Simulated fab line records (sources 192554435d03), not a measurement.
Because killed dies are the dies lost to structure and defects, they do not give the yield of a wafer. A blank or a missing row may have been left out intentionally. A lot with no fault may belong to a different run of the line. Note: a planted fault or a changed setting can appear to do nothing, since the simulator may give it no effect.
fab line records	flow n5-finfet
record lots=6	wafers=18	last-day=24
route steps=1938 shown BEOL_M14@1767 BEOL_M15@1773 PASSIVATION@1936
lots untouched by any fault: they come from a run of this same line in which no faults occurred
start-h: the number of hours between the record's first day and the start of the first shown wafer of the lot	wait-h: hours since the lot's step before	" the same as in the row above	L1.1+2: several wafers, shown together as one row	- no value, or no start was given	* or withheld: withheld	< > ~ a bound
route shown NAME@n: NAME is a module with steps in the file, n the number in the route of the first one	usual: mean and standard deviation over wafers with no fault	same: alike in all rows	chamber/n: place in a boat	sites: the reading at each site	_std_site: how widely they spread, as a standard deviation	_edge_site: the outer-site mean with the inner-site mean subtracted	radius-mm: how far each site lies from the wafer's centre	mask NAME#n: copy n	behind: the most recent tool/chamber to have shaped the wafer	hold: why the lot went on hold/how many hours it stayed there/how the hold came to an end	device: the n, p or np transistor that did not switch	end of line: tests of these same wafers at the route's end	for a step that has no rows: nothing shown but its recipe	killed: dies lost to structure and defects at the first sort, not the wafer's yield	map: a wafer's dies, x killed, . not, _ none there
set.NAME: the run value of the setting; set.NAME@STEP: its run value at that earlier step	model.NAME: the simulator's own value behind a step, which no gauge read
certain route steps with their lots: each step a table, each wafer a row
services: the hour from which a tool's chamber was out of use, counted from the record's first day as start-h (under 0 if before that day), plus the number of hours and why
## steps
# step N5_BEOL_M14_CMP_49
# recipe stop-on=SiO2	t-overpolish-s=5.2	down-force-psi=2	platen-rpm=80	clearing-platen-down-force-psi=2	clearing-platen-rpm=80	post-cmp-clean=cu-alkaline	target-thk-nm=560	clearing-platen-pad-velocity-m-s=1.5917	pad-velocity-m-s=1.5917
# usual barrier-field-endpoint-s=11.34/0.28	motor-current-A=7.9/0.53	overpolish-run-s=5.200/0.0085	platen-rpm=80.01/0.055	time-to-endpoint-s=120/4.5
lot.wafer	tool	chamber	start-h	wait-h	barrier-field-endpoint-s	motor-current-A	overpolish-run-s	platen-rpm	time-to-endpoint-s
L927.3	cmp-04	1	387.51	0.2	11.53	7.5	5.196	79.99	122
L927.1	"	3	"	"	12.07	7.5	5.189	79.96	132
L927.5	"	1	"	"	11.34	7.2	5.204	80.04	119
L928.4	cmp-04	0	436.66	0.1	11.21	8.9	5.209	79.99	121
L928.6	"	0	"	"	11.38	9.0	5.197	79.99	118
L928.5	"	1	"	"	11.52	7.5	5.200	80.11	121
L930.1	cmp-03	2	485.83	0.6	11.16	8.0	5.194	80.03	116
L930.4	"	0	"	"	11.29	7.2	5.215	80.00	119
L930.6	"	2	"	"	11.31	8.0	5.184	80.08	120
L937.1	cmp-03	0	502.44	0.5	11.40	7.4	5.204	80.16	117
L937.2	"	2	"	"	11.33	8.6	5.196	79.99	121
L937.6	"	0	"	"	11.31	7.6	5.189	80.00	119
L938.1	cmp-04	1	508.71	0.7	11.68	7.8	5.199	80.04	123
L938.3	"	2	"	"	11.27	6.9	5.207	79.89	116
L938.6	"	3	"	"	11.81	7.9	5.216	80.13	124
L945.3	cmp-04	1	550.40	0.4	10.84	7.8	5.204	79.96	114
L945.4	"	3	"	"	11.23	7.6	5.208	80.05	117
L945.5	"	1	"	"	10.73	7.8	5.213	80.04	111
# step N5_BEOL_M14_THK_MEAS_50
# recipe thk-meas-gauge=xrf	reads=Cu_of_BEOL_M14_ECD_47
# usual M14_THK=541/19
lot.wafer	tool	chamber	start-h	wait-h	M14_THK[nm]
L927.1	film-metro-01	-	387.80	-	553
L927.3	"	-	"	"	512
L927.5	"	-	"	"	554
L928.4	film-metro-02	-	436.95	-	541
L928.5	"	-	"	"	565
L928.6	"	-	"	"	516
L930.1	film-metro-02	-	486.09	-	565
L930.4	"	-	"	"	568
L930.6	"	-	"	"	544
L937.1	film-metro-02	-	502.73	-	542
L937.2	"	-	"	"	535
L937.6	"	-	"	"	533
L938.1	film-metro-01	-	508.93	-	553
L938.3	"	-	"	"	559
L938.6	"	-	"	"	563
L945.3	film-metro-01	-	550.66	-	553
L945.4	"	-	"	"	513
L945.5	"	-	"	"	553
# step N5_BEOL_M14_PRE_CLEAN_52
# recipe gas=NH3	time-s=15	temp-c=withheld	rf-power-w=300
# step N5_BEOL_M14_DEP_53
# recipe material=SiCN	target-thk-a=500	temp-c=withheld	precursor=3MS/NH3	pressure-torr=3	rf-w=675	time-s=17.8
# usual showerhead-plenum-p-Torr=4.161/0.022	throttle-valve-pct=17.7/0.86
lot.wafer	tool	chamber	start-h	wait-h	showerhead-plenum-p-Torr	throttle-valve-pct
L927.1	pecvd-04	0	387.87	0.0	4.170	16.7
L927.3	"	2	"	"	4.149	17.0
L927.5	"	2	"	"	4.151	17.0
L928.4	pecvd-04	2	437.03	0.0	4.154	17.0
L928.5	"	0	"	"	4.175	16.8
L928.6	"	1	"	"	4.160	18.1
L930.1	pecvd-02	2	486.15	0.0	4.124	18.1
L930.4	"	1	"	"	4.174	16.7
L930.6	"	2	"	"	4.114	18.3
L937.1	pecvd-02	0	502.80	0.0	4.181	18.5
L937.2	"	2	"	"	4.136	18.3
L937.6	"	2	"	"	4.126	18.3
L938.1	pecvd-04	1	508.99	0.0	4.166	18.5
L938.3	"	2	"	"	4.142	17.5
L938.6	"	0	"	"	4.175	16.9
L945.3	pecvd-02	1	550.72	0.0	4.172	16.2
L945.4	"	2	"	"	4.112	18.6
L945.5	"	1	"	"	4.175	16.4
# step N5_BEOL_M14_RS_MEAS_54
# recipe thk-meas-gauge=four-point-probe	reads=Cu_of_BEOL_M14_ECD_47+Ta_of_BEOL_M14_SPUTTER_44+TaN_of_BEOL_M14_SPUTTER_43
# usual M14_RS=0.0336/0.0012
lot.wafer	tool	chamber	start-h	wait-h	M14_RS[ohm/sq]
L927.1	film-metro-01	-	387.94	0.0	0.0327
L927.3	"	-	"	"	0.0356
L927.5	"	-	"	"	0.0326
L928.4	film-metro-01	-	437.08	0.0	0.0337
L928.5	"	-	"	"	0.0321
L928.6	"	-	"	"	0.0353
L930.1	film-metro-01	-	486.22	0.0	0.0319
L930.4	"	-	"	"	0.0317
L930.6	"	-	"	"	0.0330
L937.1	film-metro-02	-	502.86	0.0	0.0330
L937.2	"	-	"	"	0.0334
L937.6	"	-	"	"	0.0337
L938.1	film-metro-01	-	509.06	0.0	0.0332
L938.3	"	-	"	"	0.0327
L938.6	"	-	"	"	0.0328
L945.3	film-metro-02	-	550.79	0.1	0.0330
L945.4	"	-	"	"	0.0355
L945.5	"	-	"	"	0.0328
# step N5_BEOL_M14_INSPECT_55
# recipe inspect-instrument=darkfield	mode=post-dep
# usual raw-defect-count=67/25
lot.wafer	tool	chamber	start-h	wait-h	raw-defect-count
L927.1	defect-inspect-02	-	387.97	0.0	45
L927.3	"	-	"	"	60
L927.5	"	-	"	"	48
L928.4	defect-inspect-02	-	437.11	0.0	80
L928.5	"	-	"	"	102
L928.6	"	-	"	"	84
L930.1	defect-inspect-01	-	486.24	0.0	107
L930.4	"	-	"	"	146
L930.6	"	-	"	"	61
L937.1	defect-inspect-01	-	502.89	0.0	62
L937.2	"	-	"	"	43
L937.6	"	-	"	"	102
L938.1	defect-inspect-01	-	509.08	0.0	88
L938.3	"	-	"	"	59
L938.6	"	-	"	"	75
L945.3	defect-inspect-01	-	550.81	0.0	55
L945.4	"	-	"	"	50
L945.5	"	-	"	"	38
# step N5_BEOL_M15_ILD_DEP_00
# recipe material=SiO2	target-thk-a=16293	temp-c=400	precursor=TEOS/O2	pressure-torr=6.5	rf-w=900	teos-flow-sccm=161.4	gas=O2	flow-sccm=2650	time-s=346.1
# usual heater-power-w=551/100	showerhead-plenum-p-Torr=8.364/0.027	throttle-valve-pct=18.4/0.81
lot.wafer	tool	chamber	start-h	wait-h	heater-power-w	showerhead-plenum-p-Torr	throttle-valve-pct
L927.1	pecvd-04	2	388.02	0.1	442	8.329	17.7
L927.3	"	0	"	"	480	8.365	17.4
L927.5	"	1	"	"	519	8.368	18.4
L928.4	pecvd-03	1	437.25	0.1	549	8.375	19.0
L928.5	"	2	"	"	573	8.385	19.0
L928.6	"	0	"	"	554	8.358	19.3
L930.1	pecvd-04	1	486.28	0.0	688	8.368	19.1
L930.4	"	0	"	"	478	8.364	17.2
L930.6	"	1	"	"	513	8.366	18.7
L937.1	pecvd-03	1	502.93	0.0	537	8.380	19.0
L937.2	"	2	"	"	732	8.392	18.7
L937.6	"	2	"	"	570	8.380	18.8
L938.1	pecvd-01	2	509.12	0.0	456	8.366	17.8
L938.3	"	1	"	"	605	8.380	17.4
L938.6	"	1	"	"	666	8.403	17.5
L945.3	pecvd-03	0	550.85	0.0	699	8.318	19.8
L945.4	"	0	"	"	562	8.338	19.5
L945.5	"	2	"	"	739	8.374	19.1
# step N5_BEOL_M15_THK_MEAS_01
# recipe reads=SiO2_of_BEOL_M15_ILD_DEP_00
# usual M15_ILD_THK=1621/21
lot.wafer	tool	chamber	start-h	wait-h	M15_ILD_THK[nm]
L927.1	film-metro-01	-	388.27	0.1	1593
L927.3	"	-	"	"	1598
L927.5	"	-	"	"	1620
L928.4	film-metro-01	-	437.39	0.0	1642
L928.5	"	-	"	"	1644
L928.6	"	-	"	"	1654
L930.1	film-metro-02	-	486.53	0.1	1623
L930.4	"	-	"	"	1624
L930.6	"	-	"	"	1630
L937.1	film-metro-01	-	503.18	0.1	1588
L937.2	"	-	"	"	1594
L937.6	"	-	"	"	1637
L938.1	film-metro-01	-	509.37	0.1	1585
L938.3	"	-	"	"	1627
L938.6	"	-	"	"	1638
L945.3	film-metro-01	-	551.10	0.1	1597
L945.4	"	-	"	"	1636
L945.5	"	-	"	"	1653
# step N5_BEOL_M15_COAT_58
# recipe resist=BARC	temp-c=205	time-s=60	spin-rpm=1500	resist-thk-nm=89
# step N5_BEOL_M15_COAT_04
# recipe spin-rpm=1704	resist-thk-nm=800
# step N5_BEOL_M15_EBR_06
# recipe solvent=PGMEA	ebr-width-mm=1.5
# step N5_BEOL_M15_SOFTBAKE_05
# recipe temp-c=130	time-s=60
# step N5_BEOL_M15_EXPOSE_07
# recipe mask-id=V14	na=0.8	source-shape=annular	sigma-inner=0.5	sigma-outer=0.8	polarization=unpolarized	attpsm-phase-deg=180	dose-mj=41.25
# usual exposure-dose-mJ-cm2=41.19/0.05
lot.wafer	tool	chamber	start-h	wait-h	mask	exposure-dose-mJ-cm2
L927.1	krf-scanner-02	0	388.40	-	V14#0	41.22
L927.3	"	0	"	"	V14#0	41.24
L927.5	"	0	"	"	V14#0	41.17
L928.4	krf-scanner-01	0	437.54	-	V14#0	41.25
L928.5	"	0	"	"	V14#0	41.22
L928.6	"	0	"	"	V14#0	41.22
L930.1	krf-scanner-01	0	486.66	-	V14#0	41.21
L930.4	"	0	"	"	V14#0	41.23
L930.6	"	0	"	"	V14#0	41.26
L937.1	krf-scanner-02	0	503.31	-	V14#0	40.61
L937.2	"	0	"	"	V14#0	40.54
L937.6	"	0	"	"	V14#0	40.61
L938.1	krf-scanner-02	0	509.50	-	V14#0	40.63
L938.3	"	0	"	"	V14#0	40.65
L938.6	"	0	"	"	V14#0	40.71
L945.3	krf-scanner-01	0	551.24	-	V14#0	41.19
L945.4	"	0	"	"	V14#0	41.14
L945.5	"	0	"	"	V14#0	41.21
# step N5_BEOL_M15_PEB_08
# recipe peb-temp-c=130	peb-time-s=90
# step N5_PASSIVATION_PROBE_49
# usual defect-limited-yield=90.7/1.5	killed_at_M0_to_M3=38/11	killed_at_M4_up=15/5.5	killed-at-contacts=12/6	killed-at-front-end=41/11	killed-at-other=3.5/2.7	killed-dies=110/18	killed-open=72/13	killed-short=35/8.7	sort_bin_5_function=5.5/1.1	sort_bin_6_memory=3.4/0.63	sort_bin_8_speed=0.01/0.037	sort-n-pass=1070/18	sort-yield-pct=90.7/1.5
# same gross-dies=1180	killed-at-back-side=0	sort_bin_4_leakage[%]=0
lot.wafer	tool	chamber	start-h	wait-h	defect-limited-yield[%]	killed_at_M0_to_M3	killed_at_M4_up	killed-at-contacts	killed-at-front-end	killed-at-other	killed-dies	killed-open	killed-short	sort_bin_5_function[%]	sort_bin_6_memory[%]	sort_bin_8_speed[%]	sort-n-pass	sort-yield-pct[%]
L938.1	prober-02	-	537.18	0.0	91.6	29	22	8	31	9	99	65	34	5.1	2.8	0	1081	91.6
L938.3	prober-02	-	537.28	0.1	91.4	29	12	5	48	8	102	69	33	4.7	3.6	0	1078	91.4
L938.6	prober-02	-	537.43	0.3	91.5	25	14	4	51	6	100	72	28	4.3	3.9	0	1080	91.5
L945.3	prober-01	-	576.76	0.1	94.7	26	8	2	22	4	62	42	19	3.1	2.1	0.08	1117	94.7
L945.4	prober-01	-	576.81	0.2	91.9	28	10	18	37	2	95	67	27	5.0	3.1	0	1085	91.9
L945.5	prober-01	-	576.86	0.2	91.5	35	15	14	34	2	100	67	33	5.2	3.2	0	1080	91.5
# killed by level:class
L938.1 BEOL_M4:geometric-particle:open=11 FIN_SAQP:geometric-particle:short=8 MOL_CONTACT_COAG:geometric-particle:open=8 BEOL_M2:geometric-particle:open=6 FIN_SAQP:geometric-particle:open=5 BEOL_M3:geometric-particle:open=5 BEOL_M0_SAQP:geometric-particle:open=5 BEOL_M1:geometric-particle:open=5
L938.3 STI_FIN_REVEAL:geometric-particle:open=13 FIN_SAQP:geometric-particle:open=7 BEOL_M1:geometric-particle:open=6 BEOL_M3:geometric-particle:open=6 DUMMY_GATE:geometric-particle:open=5 GATE_CUT:geometric-particle:short=5 BEOL_M0_SAQP:geometric-particle:short=5 PASS1_CAP:geometric-particle:open=5
L938.6 FIN_SAQP:geometric-particle:open=15 FIN_SAQP:geometric-particle:short=10 STI_FIN_REVEAL:geometric-particle:open=10 BEOL_M4:geometric-particle:open=9 DUMMY_GATE:geometric-particle:open=7 BEOL_M2:geometric-particle:open=7 BEOL_M1:geometric-particle:open=5 BEOL_M3:geometric-particle:open=4
L945.3 BEOL_M2:geometric-particle:open=6 BEOL_M0_SAQP:geometric-particle:open=4 BEOL_M0:geometric-particle:open=4 FIN_SAQP:geometric-particle:short=3 DUMMY_GATE:geometric-particle:open=3 SPACER0:geometric-particle:open=3 BEOL_M0_SAQP:geometric-particle:short=3 BEOL_M1:geometric-particle:open=3
L945.4 MOL_CONTACT_COAG:geometric-particle:open=16 BEOL_M2:geometric-particle:open=8 BEOL_M4:geometric-particle:open=8 FIN_SAQP:geometric-particle:short=6 STI_FIN_REVEAL:geometric-particle:open=6 GATE_CUT:geometric-particle:short=5 BEOL_M1:geometric-particle:open=5 STARTING-WAFER:geometric-particle:open=5
L945.5 MOL_CONTACT_COAG:geometric-particle:open=13 BEOL_M4:geometric-particle:open=9 BEOL_M2:geometric-particle:open=7 DUMMY_GATE:geometric-particle:open=6 SPACER0:geometric-particle:short=6 BEOL_M0_SAQP:geometric-particle:open=6 BEOL_M0_SAQP:geometric-particle:short=6 STI_FIN_REVEAL:geometric-particle:open=5
## services
tool	chamber	start-h	hours	kind
pecvd-03	2	378.09	4.2	repair
krf-scanner-02	-	386.81	0.6	repair
krf-scanner-02	-	391.33	0.3	repair
cmp-04	-	409.82	5.9	pm
pecvd-02	2	412.23	2.6	repair
krf-scanner-02	-	423.88	0.3	repair
pecvd-02	-	430.83	0.7	repair
pecvd-02	0	437.61	12.9	repair
krf-scanner-02	-	442.99	0.7	repair
pecvd-03	-	445.76	6.0	pm
krf-scanner-02	-	448.21	0.8	pm
cmp-04	-	450.97	9.2	repair
krf-scanner-01	-	456.18	0.6	repair
krf-scanner-01	-	466.17	0.8	pm
cmp-04	-	469.46	1.1	repair
krf-scanner-01	-	478.06	1.7	repair
krf-scanner-01	-	480.47	1.0	pm
cmp-04	-	481.91	4.0	pm
krf-scanner-02	-	484.55	1.3	pm
krf-scanner-01	-	492.65	0.8	pm
krf-scanner-01	-	497.42	1.3	pm
krf-scanner-01	-	498.87	0.8	repair
pecvd-03	-	500.12	2.8	pm
krf-scanner-02	-	501.06	0.5	repair
## key
first-sign step=N5_BEOL_M15_EXPOSE_07	reading=exposure-dose-mJ-cm2	direction=down	sigmas=11	usual=41.19	struck=40.63
effect none on later readings
met-at N5_BEOL_M15_EXPOSE_07
struck-wafers L937.1,L937.2,L937.6,L938.1,L938.3,L938.6
loop-trim step=N5_BEOL_M15_EXPOSE_07	setting=dose	lots=L938
onset-between 388.40 503.31
fault kind=process-parameter-drift	tool=krf-scanner-02	chamber=-	onset-h=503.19	steps=N5_BEOL_M15_EXPOSE_07	channel=dose-mj	offset=-0.63393	shape=step	acts-in=these-recipes-only	stated=41.25
# loop-trim: a control loop set the setting to another value than it would have without faults
